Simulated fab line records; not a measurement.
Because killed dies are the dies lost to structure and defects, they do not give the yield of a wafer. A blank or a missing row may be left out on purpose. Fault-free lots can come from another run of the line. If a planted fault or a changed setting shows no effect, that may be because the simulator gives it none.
A struck lot beside a sound one :: flow n5_finfet :: 36 steps out of a route of 1938
Sound: the wafers L547.1, L547.2, L547.3. Struck: wafers L544.1, L544.5 (left out: L544.4, a lot-mate that was not struck); the cause follows at the end.
At each step with rows: each side's tool, then ch and its chambers, then its first start. Under that, the readings that differ: sound wafers :: struck wafers :: difference of the means :: sigmas: that difference in standard deviations of wafers without a fault.
alike: readings whose means differ by less than 2 such deviations, and words and numbers that are the same on both sides. not compared: withheld readings, readings that some wafer has no value for, bounds like >300 that may hide the same value, and numbers for which the record gives no deviation and whose values overlap.
A row with sigmas, a row that says differs or no value, or rows on one side alone: a step with any of these is where the two part. Numbers that don't overlap but have no deviation are shown without sigmas and don't part them. A reading missing from all wafers of one side parts the sides only when that side holds two or more wafers.

first, 8 steps without rows for these wafers: N5_BEOL_M4_SPUTTER_96 (material Cu, target thk 4.5 nm, time 8.29 s); N5_BEOL_M4_ECD_50 (material Cu, target thk 300 nm); N5_BEOL_M4_ANNEAL_51 (time 90 s); N5_BEOL_M4_CMP_52 (polishes, stops on SiOC, t overpolish 6.8 s, target thk 40 nm); N5_BEOL_M4_PRE_CLEAN_60 (time 15 s); N5_BEOL_M4_CO_CAP_55 (material Co, precursor CCTBA/H2, target thk 2 nm, time 102.1 s); N5_BEOL_M4_PRE_CLEAN_56 (time 15 s); N5_BEOL_M4_DEP_57 (deposits SiCN from 3MS/NH3, target thk 8 nm, time 14 s).
N5_BEOL_M5_ILD_DEP_00: deposits SiCOH lowk from DEMS/porogen, target thk 140.64 nm, time 25.9 s.
  sound on pecvd-02 ch 0,1,2, day 12 10:46; struck on pecvd-03 ch 1,2, day 11 18:11
reading: model.SiCOH_lowk_of_BEOL_M5_ILD_DEP_00.thk_nm (nm)
sound: 136.6 140.8 140.6
struck: 150.8 155.6
difference: +13.9
sigmas: 
  alike: chamber_pressure_Torr, heater_power_w, showerhead_plenum_p_Torr, throttle_valve_pct
then, 1 step without rows for these wafers: N5_BEOL_M5_CURE_79 (cures SiCOH lowk, time 240 s).
N5_BEOL_M5_THK_MEAS_01:
  sound on film_metro-01 at day 12 11:20; struck on film_metro-02 at day 11 18:46
reading: M5_ILD_THK (nm)
sound: 117.4 121.1 121.0
struck: 129.9 134.0
difference: +12.1
sigmas: +6
then, 23 steps without rows for these wafers: N5_BEOL_M5_PECVD_70 (deposits SiO2 from TEOS/O2, target thk 16 nm, time 18 s); N5_BEOL_M5_HM_DEP_02 (deposits TiN, target thk 20 nm); N5_BEOL_M5_COAT_59 (time 60 s, resist thk 60 nm); N5_BEOL_M5_COAT_60 (time 60 s, resist thk 12 nm); N5_BEOL_M5_COAT_71 (time 60 s, resist thk 5 nm); N5_BEOL_M5_COAT_05 (resist thk 30 nm); N5_BEOL_M5_EBR_07; N5_BEOL_M5_SOFTBAKE_06 (time 60 s); N5_BEOL_M5_EXPOSE_08 (exposes mask M5, target cd 28 nm); N5_BEOL_M5_PEB_09 (peb time 60 s); N5_BEOL_M5_DEVELOP_10 (develop time 30 s); N5_BEOL_M5_DESCUM_16 (chemistry O2, time 7 s); N5_BEOL_M5_ETCH_72 (etches underlayer in N2/H2, target depth 6.5 nm, time 5.2 s); N5_BEOL_M5_ETCH_61 (etches SiARC in CF4, target depth 15.6 nm, time 26 s); N5_BEOL_M5_ETCH_62 (etches SOC in N2/H2, target depth 75 nm, overetch 15 nm, time 112.5 s); N5_BEOL_M5_STRIP_63 (strips in N2/H2); N5_BEOL_M5_STRIP_73 (strips in N2/H2); N5_BEOL_M5_STRIP_64 (strips in CF4); N5_BEOL_M5_HM_OPEN_17 (chemistry Cl2/BCl3, target TiN, target depth 20 nm, overetch 6 nm); N5_BEOL_M5_STRIP_19 (strips in O2); N5_BEOL_M5_COAT_65 (time 60 s, resist thk 60 nm); N5_BEOL_M5_COAT_66 (time 60 s, resist thk 12 nm); N5_BEOL_M5_COAT_74 (time 60 s, resist thk 5 nm).
N5_BEOL_M5_CMP_52: polishes, stops on SiCOH lowk, t overpolish 6.9 s, target thk 62 nm.
  sound on cmp-01 ch 0,2,3, day 12 22:34; struck on cmp-04 ch 2,3, day 12 04:04
reading: model.SiCOH_lowk_of_BEOL_M5_ILD_DEP_00.thk_nm (nm)
sound: 114.6 118.2 118
struck: 126.8 131
difference: +12.0
sigmas: 
  alike: motor_current_A, retaining_ring_pressure_frac
-- record jumps: 4 days separate the struck wafers' starts on either side; left off in module BEOL_M5, taken up again in module PASSIVATION, whose first shown step is the route's number 1936 --
N5_PASSIVATION_PROBE_49:
  sound on prober-01 at day 16 15:43; struck on prober-02 at day 15 23:36
  alike: defect_limited_yield, killed_at_M0_to_M3, killed_at_M4_up, killed_at_contacts, killed_at_front_end, killed_at_other, killed_dies, killed_open, killed_short, sort_bin_4_leakage, sort_bin_5_function, sort_bin_6_memory, sort_bin_8_speed, sort_n_pass, sort_yield_pct

## WHERE THEY PART
At N5_BEOL_M5_THK_MEAS_01 and nowhere else, as far as this record goes. Later steps at which nothing parts them and some readings are alike: N5_BEOL_M5_CMP_52, N5_PASSIVATION_PROBE_49.

WHY: whatever the simulator had introduced
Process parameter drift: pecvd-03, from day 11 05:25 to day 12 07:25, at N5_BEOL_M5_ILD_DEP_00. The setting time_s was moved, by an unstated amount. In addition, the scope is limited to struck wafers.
